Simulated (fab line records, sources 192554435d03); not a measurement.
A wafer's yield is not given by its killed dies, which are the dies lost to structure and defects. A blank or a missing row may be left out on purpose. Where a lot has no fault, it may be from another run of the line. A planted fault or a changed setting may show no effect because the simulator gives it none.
fab line records	flow n5Finfet	part 1 of 2: steps 1 to 14 of 24
record: lots: 5	wafers: 15	lastDay: 15
route steps=1938 shown BEOL_M3@970
lots that met no fault: taken from a fault-free run of the same line
startH: hours from the record's first day to the start of the lot's first wafer shown	waitH: time in hours since the lot's previous step	" repeats the value in the row above	L1.1+2: one row covering several wafers at once	- either no value or no given start	* or withheld: withheld	< > ~ a bound
route shown NAME@n: names a module that has steps shown in the file, with the first one's number in the route	usual: mean/standard deviation taken from wafers without a fault	same: alike in all rows	chamber/n: place in a boat	sites: each site's reading	_std_site: standard deviation across them	_edge_site: mean of outer sites minus mean of inner sites	radiusMm: for every site, how far away it sits from the centre of the wafer	mask NAME#n: copy n	behind: the tool/chamber that last shaped the wafer	hold: cause of the lot's hold/its duration in hours/its outcome	device: which transistor (n, p or np) failed to switch	end of line: the route-end tests of the same wafers	a step given without rows: its recipe and nothing more	killed: dies lost to structure and defects at the first sort, not the wafer's yield	map: shows each die of a wafer: x if killed, . if not, _ if none is there
set.NAME: the setting as run; set.NAME@STEP: as run at that earlier step	model.NAME: the simulator's own value behind a step, which no gauge read
lots at selected steps of the route; one table per step, one row per wafer
services: when a tool's chamber went out of use (startH, in hours from the record's first day, below 0 if earlier), for how many hours, and the reason
== steps ==
step: N5_BEOL_M3_ETCH_77
recipe: chemistry: N2/H2	target: underlayer	targetDepthA: 65	maskMaterial: CAR-EUV	timeS: 5.2	ionEnergyEv: 200	pressureMtorr: 30	sourceW: 840	biasW: 150	n2FlowSccm: 200	h2FlowSccm: 200	ends: cleared
usual: biasW: 150.0/0.46	drypumpMotorCurrentA: 5.9/0.34	etchRfOnTimeS: 5.17/0.099	oesProductAu: 0.67/0.08	rfVppV: 524.4/1.9	showerheadPlenumPTorr: 2.56/0.051	throttleValvePct: 17.88/0.27
lot.wafer	tool	chamber	startH	waitH	biasW	drypumpMotorCurrentA	etchRfOnTimeS	oesProductAu	rfHoursCounterH	rfVppV	showerheadPlenumPTorr	throttleValvePct
L074.1	rieDiel-02	1	149.04	0.0	150.2	6.3	5.02	0.64	162	522.8	2.54	18.17
L074.5	"	0	"	"	149.5	5.4	5.08	0.70	-	525.8	2.58	17.80
L074.6	"	1	"	"	150.2	6.4	5.01	0.64	-	527.3	2.54	18.19
L080.2	rieDiel-01	2	181.93	0.0	149.8	5.5	5.26	0.59	211	526.3	2.62	18.18
L080.5	"	2	"	"	149.8	5.5	5.30	0.59	-	524.1	2.63	18.19
L080.6	"	3	"	"	149.2	5.8	5.23	0.68	-	521.6	2.46	18.10
L082.1	rieDiel-05	1	196.90	0.0	150.1	5.9	5.19	0.75	43	526.3	2.58	17.40
L082.3	"	3	"	"	150.2	6.0	5.25	0.60	225	529.0	2.63	17.94
L082.6	"	2	"	"	149.4	5.5	5.21	0.69	-	524.4	2.58	17.79
L085.1	rieDiel-05	1	209.90	0.0	149.8	5.9	5.16	0.73	47	526.1	2.58	17.41
L085.3	"	3	"	"	149.7	6.0	5.28	0.59	229	524.7	2.63	17.94
L085.6	"	0	"	"	149.5	6.1	5.08	0.74	-	525.4	2.59	17.98
L087.1	rieDiel-02	2	233.20	0.0	150.5	6.3	4.89	0.80	24	525.6	2.59	17.76
L087.4	"	1	"	"	150.5	6.3	5.08	0.62	191	522.0	2.53	18.22
L087.6	"	0	"	"	149.8	5.5	5.11	0.68	-	523.9	2.57	17.85
step: N5_BEOL_M3_ETCH_69
recipe: chemistry: CF4	target: SiARC	targetDepthA: 156	maskMaterial: CAR-EUV	timeS: 26	ionEnergyEv: 80	pressureMtorr: 40	sourceW: 545	biasW: 36	Ar_flow_sccm: 100	cf4FlowSccm: 100	ends: cleared
usual: biasW: 36.00/0.11	drypumpMotorCurrentA: 5.9/0.34	etchRfOnTimeS: 25.8/0.47	oesProductAu: 0.67/0.08	rfVppV: 184.1/0.92	showerheadPlenumPTorr: 2.16/0.04	throttleValvePct: 15.64/0.24
lot.wafer	tool	chamber	startH	waitH	biasW	drypumpMotorCurrentA	etchRfOnTimeS	oesProductAu	rfHoursCounterH	rfVppV	showerheadPlenumPTorr	throttleValvePct
L074.1	rieDiel-02	1	149.06	0.0	36.03	6.4	25.4	0.64	162	183.9	2.14	15.86
L074.5	"	0	"	"	36.03	5.4	25.7	0.71	-	185.6	2.17	15.53
L074.6	"	1	"	"	36.08	6.4	25.7	0.65	-	185.3	2.14	15.87
L080.2	rieDiel-01	2	181.95	0.0	36.14	5.5	26.3	0.59	211	184.3	2.21	15.94
L080.5	"	2	"	"	36.06	5.5	26.3	0.58	-	184.2	2.21	15.96
L080.6	"	3	"	"	35.87	5.8	26.2	0.67	-	181.5	2.07	15.84
L082.1	rieDiel-05	1	196.92	0.0	35.91	5.8	26.0	0.75	43	184.7	2.18	15.26
L082.3	"	3	"	"	36.16	6.0	26.2	0.60	225	183.4	2.20	15.63
L082.6	"	2	"	"	35.91	5.5	26.1	0.70	-	183.3	2.16	15.47
L085.1	rieDiel-05	1	209.91	0.0	36.01	5.9	26.1	0.74	47	184.3	2.18	15.25
L085.3	"	3	"	"	35.79	6.0	26.1	0.60	229	183.6	2.20	15.65
L085.6	"	0	"	"	36.02	6.1	25.1	0.74	-	184.0	2.18	15.68
L087.1	rieDiel-02	2	233.21	0.0	35.85	6.3	24.7	0.79	24	184.3	2.18	15.60
L087.4	"	1	"	"	36.08	6.3	25.3	0.62	191	182.8	2.13	15.89
L087.6	"	0	"	"	36.05	5.4	25.7	0.67	-	184.8	2.16	15.57
step: N5_BEOL_M3_ALD_98
recipe: material: SiO2	targetThkA: 25	tempC: 100	aldPrecursorFamily: BDEAS	aldCoReactant: O2-plasma	pulseTimeS: 1	coReactantPulseTimeS: 1	purgeTimeS: 2	coReactantPurgeTimeS: 2	aldCycles: 17	pressureTorr: 2
usual: heaterPowerW: 78/7.6	precursorPulseHeightRel: 1.000/0.019	susceptorTempC: 100.02/0.15
lot.wafer	tool	chamber	startH	waitH	heaterPowerW	precursorPulseHeightRel	susceptorTempC
L074.1	aldSin-02	1	149.14	0.1	79	1.025	100.10
L074.5	"	2	"	"	84	1.033	99.86
L074.6	"	3	"	"	80	1.014	99.97
L080.2	aldSin-02	1	184.17	2.2	79	1.004	99.91
L080.5	"	1	"	"	77	1.006	99.90
L080.6	"	0	"	"	78	1.015	99.98
L082.1	aldSin-03	0	197.33	0.4	83	0.997	100.13
L082.3	"	2	"	"	97	1.031	100.18
L082.6	"	3	"	"	75	1.008	99.68
L085.1	aldSin-01	0	210.00	0.1	85	0.978	100.17
L085.3	"	1	"	"	68	1.014	100.06
L085.6	"	3	"	"	66	1.001	100.03
L087.1	aldSin-02	0	233.30	0.1	81	1.022	99.71
L087.4	"	2	"	"	84	0.950	99.96
L087.6	"	1	"	"	78	1.018	99.96
step: N5_BEOL_M3_ETCHBACK_99
recipe: chemistry: CHF3	target: SiO2	targetDepthA: 50	timeS: 10.4	sourceW: 215	biasW: 47	Ar_flow_sccm: 200	CHF3_flow_sccm: 12	ionEnergyEv: 100	pressureMtorr: 30
usual: biasW: 47.01/0.13	drypumpMotorCurrentA: 5.9/0.33	oesProductAu: 0.79/0.084	rfVppV: 241.0/2.1	showerheadPlenumPTorr: 2.17/0.039	throttleValvePct: 17.08/0.21
lot.wafer	tool	chamber	startH	waitH	biasW	drypumpMotorCurrentA	oesProductAu	rfHoursCounterH	rfVppV	showerheadPlenumPTorr	throttleValvePct
L074.1	rieDiel-05	1	155.45	6.3	47.31	5.9	0.90	32	239.1	2.19	16.70
L074.5	"	0	"	"	46.97	6.1	0.90	-	239.5	2.19	17.13
L074.6	"	3	"	"	47.20	6.0	0.71	-	241.1	2.22	17.09
L080.2	rieDiel-02	1	186.09	1.9	47.03	6.3	0.73	176	242.0	2.14	17.30
L080.5	"	0	"	"	46.90	5.4	0.80	-	238.4	2.18	17.03
L080.6	"	1	"	"	46.87	6.4	0.73	-	242.0	2.14	17.31
L082.1	rieDiel-05	3	197.58	0.2	47.07	6.0	0.70	226	240.7	2.22	17.09
L082.3	"	0	"	"	47.03	6.1	0.87	47	238.8	2.19	17.17
L082.6	"	3	"	"	47.11	6.0	0.70	-	241.2	2.22	17.11
L085.1	rieDiel-01	2	210.62	0.6	47.22	5.5	0.68	224	244.9	2.21	17.34
L085.3	"	1	"	"	46.97	5.9	0.67	242	238.2	2.12	17.15
L085.6	"	3	"	"	46.89	5.8	0.79	-	242.5	2.07	17.27
L087.1	rieDiel-05	3	237.06	3.7	46.97	6.0	0.69	238	241.8	2.21	17.14
L087.4	"	2	"	"	46.65	5.5	0.80	80	244.4	2.17	16.96
L087.6	"	0	"	"	47.04	6.1	0.86	-	237.0	2.19	17.16
step: N5_BEOL_M3_ETCH_70
recipe: chemistry: N2/H2	target: SOC	targetDepthA: 800	overetchA: 160	maskMaterial: SiARC	tempC: 40	timeS: 120	ionEnergyEv: 200	pressureMtorr: 30	sourceW: 840	biasW: 150	n2FlowSccm: 200	h2FlowSccm: 200
usual: biasW: 150.0/0.45	drypumpMotorCurrentA: 5.9/0.33	oesProductAu: 0.60/0.06	rfVppV: 524.5/1.4	showerheadPlenumPTorr: 2.57/0.045	throttleValvePct: 17.84/0.25
lot.wafer	tool	chamber	startH	waitH	biasW	drypumpMotorCurrentA	oesProductAu	rfHoursCounterH	rfVppV	showerheadPlenumPTorr	throttleValvePct
L074.1	rieDiel-05	1	155.48	0.0	150.5	5.9	0.68	32	525.2	2.58	17.36
L074.5	"	0	"	"	150.0	6.1	0.68	-	525.1	2.59	17.89
L074.6	"	3	"	"	150.6	6.0	0.55	-	525.7	2.63	17.86
L080.2	rieDiel-02	1	186.13	0.0	149.5	6.3	0.56	176	524.2	2.53	18.16
L080.5	"	0	"	"	149.7	5.5	0.61	-	524.0	2.58	17.77
L080.6	"	1	"	"	149.7	6.4	0.56	-	522.5	2.53	18.17
L082.1	rieDiel-05	3	197.62	0.0	150.3	6.0	0.54	226	527.4	2.63	17.89
L082.3	"	0	"	"	150.0	6.1	0.66	47	525.3	2.59	17.91
L082.6	"	3	"	"	150.1	6.0	0.54	-	526.0	2.63	17.88
L085.1	rieDiel-01	2	210.66	0.0	150.7	5.5	0.52	224	525.9	2.62	18.18
L085.3	"	1	"	"	150.3	5.9	0.52	242	523.4	2.51	17.80
L085.6	"	3	"	"	149.6	5.8	0.60	-	523.3	2.45	18.09
L087.1	rieDiel-05	3	237.10	0.0	149.5	6.1	0.53	238	527.1	2.62	17.90
L087.4	"	2	"	"	149.4	5.5	0.61	80	523.7	2.58	17.75
L087.6	"	0	"	"	150.2	6.1	0.66	-	525.2	2.58	17.92
step: N5_BEOL_M3_STRIP_71
recipe: chemistry: N2/H2	tempC: 40	n2FlowSccm: 200	h2FlowSccm: 200	rfFrequencyHz: 6e+07
lot.wafer	tool	chamber	startH	waitH
L074.1+5+6	rieDiel-05	1,0,3	155.56	0.0
L080.2+5+6	rieDiel-02	1,0,1	186.21	0.0
L082.1+3+6	rieDiel-05	3,0,3	197.70	0.0
L085.1+3+6	rieDiel-01	2,1,3	210.74	0.0
L087.1+4+6	rieDiel-05	3,2,0	237.18	0.0
step: N5_BEOL_M3_STRIP_78
recipe: chemistry: N2/H2	tempC: 40	n2FlowSccm: 200	h2FlowSccm: 200	rfFrequencyHz: 6e+07
lot.wafer	tool	chamber	startH	waitH
L074.1+5+6	rieDiel-05	1,0,3	155.57	0.0
L080.2+5+6	rieDiel-02	1,0,1	186.22	0.0
L082.1+3+6	rieDiel-05	3,0,3	197.71	0.0
L085.1+3+6	rieDiel-01	2,1,3	210.75	0.0
L087.1+4+6	rieDiel-05	3,2,0	237.19	0.0
step: N5_BEOL_M3_VIA_ETCH_34
recipe: chemistry: C4F6/O2	targetDepthA: 694	maskMaterial: SOC	pressureMtorr: 15	ionEnergyEv: 250	taperDeg: 4	timeS: 65.9	sourceW: 350	biasW: 170	Ar_flow_sccm: 300	C4F6_flow_sccm: 10	O2_flow_sccm: 10
usual: biasW: 169.9/0.5	drypumpMotorCurrentA: 5.9/0.33	oesProductAu: 0.79/0.083	rfVppV: 666/5.3	showerheadPlenumPTorr: 2.87/0.049	throttleValvePct: 30.78/0.21
lot.wafer	tool	chamber	startH	waitH	biasW	drypumpMotorCurrentA	oesProductAu	rfHoursCounterH	rfVppV	showerheadPlenumPTorr	throttleValvePct
L074.1	rieDiel-05	1	155.58	0.0	170.7	5.9	0.89	32	665	2.90	30.38
L074.5	"	0	"	"	169.3	6.1	0.89	-	661	2.90	30.95
L074.6	"	3	"	"	170.6	6.0	0.70	-	669	2.93	30.68
L080.2	rieDiel-02	1	186.23	0.0	170.2	6.4	0.74	176	668	2.83	31.01
L080.5	"	0	"	"	170.5	5.4	0.81	-	659	2.87	30.77
L080.6	"	1	"	"	169.4	6.5	0.73	-	666	2.83	31.03
L082.1	rieDiel-05	3	197.72	0.0	170.6	6.0	0.70	226	669	2.93	30.72
L082.3	"	0	"	"	170.2	6.1	0.87	47	660	2.89	30.95
L082.6	"	3	"	"	170.8	6.0	0.69	-	670	2.93	30.71
L085.1	rieDiel-01	2	210.76	0.0	170.0	5.5	0.68	224	678	2.91	30.97
L085.3	"	1	"	"	170.6	5.9	0.67	242	660	2.80	30.65
L085.6	"	3	"	"	169.9	5.8	0.78	-	668	2.74	30.99
L087.1	rieDiel-05	3	237.20	0.0	170.1	6.0	0.69	238	670	2.92	30.72
L087.4	"	2	"	"	169.3	5.5	0.80	80	674	2.87	30.72
L087.6	"	0	"	"	169.9	6.1	0.86	-	660	2.88	30.96
step: N5_BEOL_M3_STRIP_83
recipe: chemistry: C4F6/O2	resist: SiARC	rfFrequencyHz: 6e+07
lot.wafer	tool	chamber	startH	waitH
L074.1+5+6	rieDiel-05	1,0,3	155.63	0.0
L080.2+5+6	rieDiel-02	1,0,1	186.28	0.0
L082.1+3+6	rieDiel-05	3,0,3	197.77	0.0
L085.1+3+6	rieDiel-01	2,1,3	210.81	0.0
L087.1+4+6	rieDiel-05	3,2,0	237.25	0.0
step: N5_BEOL_M3_STRIP_36
recipe: chemistry: N2/H2	powerW: 450	tempC: 40	pressureMtorr: 20	rfFrequencyHz: 6e+07	overashFraction: 0.3	biasPowerW: 7	h2Frac: 0.5	n2FlowSccm: 200	h2FlowSccm: 200
usual: drypumpMotorCurrentA: 5.9/0.32	oesProductAu: 0.79/0.082	rfVppV: 59.2/1.6	showerheadPlenumPTorr: 2.56/0.045	throttleValvePct: 23.7/0.3
lot.wafer	tool	chamber	startH	waitH	drypumpMotorCurrentA	oesProductAu	rfHoursCounterH	rfVppV	showerheadPlenumPTorr	throttleValvePct
L074.1	rieDiel-05	1	155.64	0.0	5.8	0.89	32	60.0	2.58	23.1
L074.5	"	0	"	"	6.0	0.89	-	61.4	2.59	23.8
L074.6	"	3	"	"	6.0	0.70	-	58.6	2.63	23.7
L080.2	rieDiel-02	1	186.29	0.0	6.4	0.74	176	60.5	2.53	24.1
L080.5	"	0	"	"	5.4	0.81	-	59.2	2.57	23.7
L080.6	"	1	"	"	6.4	0.75	-	59.9	2.53	24.1
L082.1	rieDiel-05	3	197.78	0.0	6.0	0.69	226	58.9	2.62	23.7
L082.3	"	0	"	"	6.1	0.86	47	60.0	2.58	23.8
L082.6	"	3	"	"	6.0	0.69	-	58.8	2.62	23.7
L085.1	rieDiel-01	2	210.82	0.0	5.5	0.67	224	60.1	2.61	24.0
L085.3	"	1	"	"	5.9	0.68	242	59.8	2.50	23.4
L085.6	"	3	"	"	5.8	0.79	-	55.6	2.45	24.0
L087.1	rieDiel-05	3	237.26	0.0	6.0	0.70	238	59.7	2.62	23.7
L087.4	"	2	"	"	5.5	0.81	80	60.3	2.57	23.6
L087.6	"	0	"	"	6.1	0.85	-	61.3	2.58	23.8
step: N5_BEOL_M3_TRENCH_ETCH_37
recipe: chemistry: C4F6/O2	targetDepthA: 555.55	target: SiOC	timeS: 29.2	ionEnergyEv: 250	pressureMtorr: 30	sourceW: 355	biasW: 185	Ar_flow_sccm: 300	C4F6_flow_sccm: 10	O2_flow_sccm: 10
usual: biasW: 185.0/0.52	drypumpMotorCurrentA: 5.9/0.33	oesProductAu: 0.79/0.084	rfVppV: 666/5.5	showerheadPlenumPTorr: 2.87/0.049	throttleValvePct: 20.87/0.2
lot.wafer	tool	chamber	startH	waitH	biasW	drypumpMotorCurrentA	oesProductAu	rfHoursCounterH	rfVppV	showerheadPlenumPTorr	throttleValvePct
L074.1	rieDiel-05	1	-	-	184.8	5.9	0.90	32	664	2.90	20.48
L074.5	"	0	"	"	185.6	6.1	0.88	-	662	2.90	20.98
L074.6	"	3	"	"	185.1	6.0	0.71	-	669	2.94	20.84
L080.2	rieDiel-02	1	-	-	185.2	6.3	0.73	176	667	2.83	21.10
L080.5	"	0	"	"	184.2	5.5	0.80	-	661	2.88	20.81
L080.6	"	1	"	"	185.6	6.3	0.73	-	667	2.83	21.10
L082.1	rieDiel-05	3	-	-	184.9	6.0	0.70	226	669	2.93	20.88
L082.3	"	0	"	"	184.5	6.1	0.87	47	661	2.90	20.98
L082.6	"	3	"	"	184.3	6.0	0.69	-	670	2.93	20.87
L085.1	rieDiel-01	2	-	-	184.5	5.5	0.68	224	678	2.92	21.13
L085.3	"	1	"	"	184.8	5.9	0.68	242	659	2.81	20.88
L085.6	"	3	"	"	184.9	5.8	0.78	-	668	2.74	21.09
L087.1	rieDiel-05	3	-	-	184.3	6.0	0.69	238	669	2.93	20.88
L087.4	"	2	"	"	185.2	5.5	0.80	80	673	2.87	20.76
L087.6	"	0	"	"	185.9	6.1	0.85	-	662	2.89	21.00
step: N5_BEOL_M3_ETCH_41
recipe: chemistry: CH3F/O2	target: SiCN	targetDepthA: 299	taperDeg: 2	timeS: 52.5	ionEnergyEv: 120	maskMaterial: TiN	pressureMtorr: 30	sourceW: 395	biasW: 75	Ar_flow_sccm: 150	CH3F_flow_sccm: 30	O2_flow_sccm: 20
usual: biasW: 74.97/0.24	drypumpMotorCurrentA: 5.9/0.32	oesProductAu: 0.79/0.084	rfVppV: 297.8/1	showerheadPlenumPTorr: 2.02/0.036	throttleValvePct: 16.33/0.21
lot.wafer	tool	chamber	startH	waitH	biasW	drypumpMotorCurrentA	oesProductAu	rfHoursCounterH	rfVppV	showerheadPlenumPTorr	throttleValvePct
L074.1	rieDiel-05	1	-	-	74.77	5.9	0.89	32	297.8	2.04	15.94
L074.5	"	0	"	"	74.97	6.1	0.89	-	298.6	2.04	16.38
L074.6	"	3	"	"	75.20	6.0	0.71	-	299.1	2.07	16.35
L080.2	rieDiel-02	1	-	-	75.05	6.4	0.73	176	296.8	1.99	16.56
L080.5	"	0	"	"	74.55	5.4	0.80	-	298.7	2.02	16.24
L080.6	"	1	"	"	74.89	6.3	0.73	-	295.5	1.99	16.56
L082.1	rieDiel-05	3	-	-	74.63	6.0	0.70	226	298.9	2.06	16.38
L082.3	"	0	"	"	75.30	6.1	0.88	47	297.9	2.04	16.40
L082.6	"	3	"	"	74.68	6.0	0.69	-	299.8	2.06	16.39
L085.1	rieDiel-01	2	-	-	74.85	5.5	0.67	224	297.3	2.05	16.63
L085.3	"	1	"	"	74.94	5.9	0.66	242	297.3	1.97	16.41
L085.6	"	3	"	"	75.02	5.8	0.78	-	296.4	1.92	16.52
L087.1	rieDiel-05	3	-	-	75.23	6.0	0.69	238	299.3	2.06	16.40
L087.4	"	2	"	"	74.95	5.5	0.80	80	297.8	2.02	16.20
L087.6	"	0	"	"	74.89	6.1	0.86	-	298.5	2.03	16.42
step: N5_BEOL_M3_STRIP_97
recipe: chemistry: N2/H2	timeS: 10	powerW: 450	tempC: 40	pressureMtorr: 20	rfFrequencyHz: 6e+07	biasPowerW: 7	n2FlowSccm: 200	h2FlowSccm: 200
usual: drypumpMotorCurrentA: 5.9/0.32	oesProductAu: 0.79/0.082	rfVppV: 59.3/0.92	showerheadPlenumPTorr: 2.56/0.045	throttleValvePct: 23.7/0.3
lot.wafer	tool	chamber	startH	waitH	drypumpMotorCurrentA	oesProductAu	rfHoursCounterH	rfVppV	showerheadPlenumPTorr	throttleValvePct
L074.1	rieDiel-05	1	-	-	5.9	0.90	32	59.2	2.58	23.1
L074.5	"	0	"	"	6.1	0.89	-	59.0	2.59	23.8
L074.6	"	3	"	"	6.0	0.71	-	58.5	2.63	23.7
L080.2	rieDiel-02	1	-	-	6.3	0.74	176	61.0	2.53	24.1
L080.5	"	0	"	"	5.4	0.81	-	59.1	2.57	23.6
L080.6	"	1	"	"	6.3	0.74	-	59.5	2.53	24.1
L082.1	rieDiel-05	3	-	-	6.0	0.70	226	58.6	2.62	23.7
L082.3	"	0	"	"	6.1	0.87	47	58.9	2.58	23.8
L082.6	"	3	"	"	6.0	0.70	-	58.5	2.62	23.7
L085.1	rieDiel-01	2	-	-	5.5	0.67	224	59.5	2.62	24.0
L085.3	"	1	"	"	6.0	0.67	242	58.2	2.50	23.5
L085.6	"	3	"	"	5.8	0.78	-	60.2	2.45	24.0
L087.1	rieDiel-05	3	-	-	6.0	0.69	238	59.2	2.62	23.7
L087.4	"	2	"	"	5.5	0.79	80	58.7	2.57	23.6
L087.6	"	0	"	"	6.1	0.85	-	58.6	2.58	23.8
step: N5_BEOL_M3_OCD_MEAS_38
usual: trenchDepthNm: 55.7/0.9
lot.wafer	tool	chamber	startH	waitH	trenchDepthNm
L074.1	ocd-01	-	155.84	-	54.4
L074.5	"	-	"	"	56.7
L074.6	"	-	"	"	55.3
L080.2	ocd-01	-	186.48	-	55.9
L080.5	"	-	"	"	54.9
L080.6	"	-	"	"	55.7
L082.1	ocd-01	-	197.98	-	54.4
L082.3	"	-	"	"	56.6
L082.6	"	-	"	"	54.1
L085.1	ocd-01	-	211.01	-	54.9
L085.3	"	-	"	"	54.3
L085.6	"	-	"	"	55.2
L087.1	ocd-02	-	237.45	-	54.8
L087.4	"	-	"	"	56.1
L087.6	"	-	"	"	56.7
